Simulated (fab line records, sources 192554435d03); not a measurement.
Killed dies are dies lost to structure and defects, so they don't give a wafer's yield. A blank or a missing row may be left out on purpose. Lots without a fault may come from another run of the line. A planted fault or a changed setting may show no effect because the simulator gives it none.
Chamber matching | flow n5_finfet | N5_BEOL_M0_SAQP_ETCH_107 on rie_diel-06: 4 sister chambers
The step etches SiNx in CH3F/O2, target depth 30 nm. 4 wafers are shown with their chamber, then 7 later ones without.

WAFERS WITH THEIR CHAMBER
wafer  | chamber | showerhead_plenum_p_Torr (Torr)
L079.1 | 2       | 2.07
L079.4 | 1       | 1.92
L084.1 | 0       | 1.96
L084.3 | 3       | 1.92

WAFERS WITHOUT THEIR CHAMBER
wafer  | showerhead_plenum_p_Torr (Torr)
L084.4 | 1.92
L088.2 | 1.91
L088.3 | 2.06
L088.6 | 2.06
L094.1 | 1.91
L094.3 | 1.91
L094.4 | 1.96

WHICH CHAMBER EACH WENT THROUGH
wafer  | from the rows above     | in truth
L084.4 | can't be placed: 1 or 3 | 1
L088.2 | can't be placed: 1 or 3 | 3
L088.3 | 2                       | 2
L088.6 | 2                       | 2
L094.1 | can't be placed: 1 or 3 | 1
L094.3 | can't be placed: 1 or 3 | 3
L094.4 | 0                       | 0
Placed correctly: 3 of 7. Can't be placed from these rows: 4 (the true chamber is among the candidates in 4). Placed wrongly: 0.
How it was worked out, from the rows above alone: a wafer's distance from a chamber is the root of the sum, over the readings, of the square of ((its reading less the chamber's mean) divided by the reading's scatter). The wafer belongs to the nearest chamber; if the next one is less than 2 further off, it can't be placed. A chamber's mean is the mean of its shown wafers. The scatter: with one shown wafer a chamber, the root of the mean of the squares of how far each hidden wafer lies from its nearest shown one.
